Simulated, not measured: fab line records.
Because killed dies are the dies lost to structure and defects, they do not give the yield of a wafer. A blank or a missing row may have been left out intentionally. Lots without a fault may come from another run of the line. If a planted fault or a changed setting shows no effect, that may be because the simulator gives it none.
Check for tools in common ; flow nand_harc ; Sample size 2 lots and 6 wafers

== REASON FOR OPENING ==
Flagged at NHARC_END_SORT_01: reading killed_at_periphery, on 2 of 2 lots. No-fault wafers: 3.7, standard deviation 2.4.
Rule: a lot gets a flag if all its wafers with a number sit over 4 standard deviations from that mean, or if no wafer of it has a number. All remaining lots are regarded as sound.

lot;measured;on;killed_at_periphery, wafer by wafer;flag
L599;day 27 12:50;prober-02;320 325 303;FLAGGED
L598;day 27 12:56;prober-01;313 289 301;FLAGGED
Averaged over the flagged lots the numbers come to 308.5, +304.8 from the usual (+99 or more standard deviations).

== TOOL THAT RAN EACH LOT ==
The record holds 2 process steps before the reading, out of a route of 1302 steps. Every cell lists first the tool, next ch and the chambers used by the sampled wafers, and last the start.
lot;flag;NHARC_P_BONDPAD_CMP_32;NHARC_A_BONDPAD_DEGAS_25
L599;FLAGGED;cmp-02 ch 0,2,3, day 9 18:38;pvd_sputter-01, day 26 05:58
L598;FLAGGED;cmp-02 ch 0,1,3, day 9 11:18;pvd_sputter-03, day 26 09:59
These steps, and what they do:
- NHARC_P_BONDPAD_CMP_32: polishes SiCN, target thk 200 nm.
- NHARC_A_BONDPAD_DEGAS_25: time 60 s.
- NHARC_END_SORT_01

== FLAGGED OVER TOTAL, TOOL BY TOOL (the gauges that took the reading come last) ==
step;tool;lots run;flagged;share of the flagged lots;sound lots run after its first flagged lot
NHARC_P_BONDPAD_CMP_32;cmp-02;2;2;all;0
NHARC_A_BONDPAD_DEGAS_25;pvd_sputter-01;1;1;some;0
NHARC_A_BONDPAD_DEGAS_25;pvd_sputter-03;1;1;some;0
NHARC_END_SORT_01;prober-01;1;1;some;0
NHARC_END_SORT_01;prober-02;1;1;some;0

== WHAT IS ALLOWED BY THE TABLE ==
1 row of the table ran every flagged lot: cmp-02 at NHARC_P_BONDPAD_CMP_32.
- cmp-02 at NHARC_P_BONDPAD_CMP_32: 2 of its 2 lots flagged. Because this sample shows no sound lot run on it before its first flagged lot, the start cannot be pinned down more closely.
One tool is left: cmp-02 at NHARC_P_BONDPAD_CMP_32.

== WHAT THE SIMULATOR HAD PUT IN ==
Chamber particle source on cmp-02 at NHARC_P_BONDPAD_CMP_32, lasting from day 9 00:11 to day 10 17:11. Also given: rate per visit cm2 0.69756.
Shown lots that were struck: L599, L598. The rule above reached the same finding.
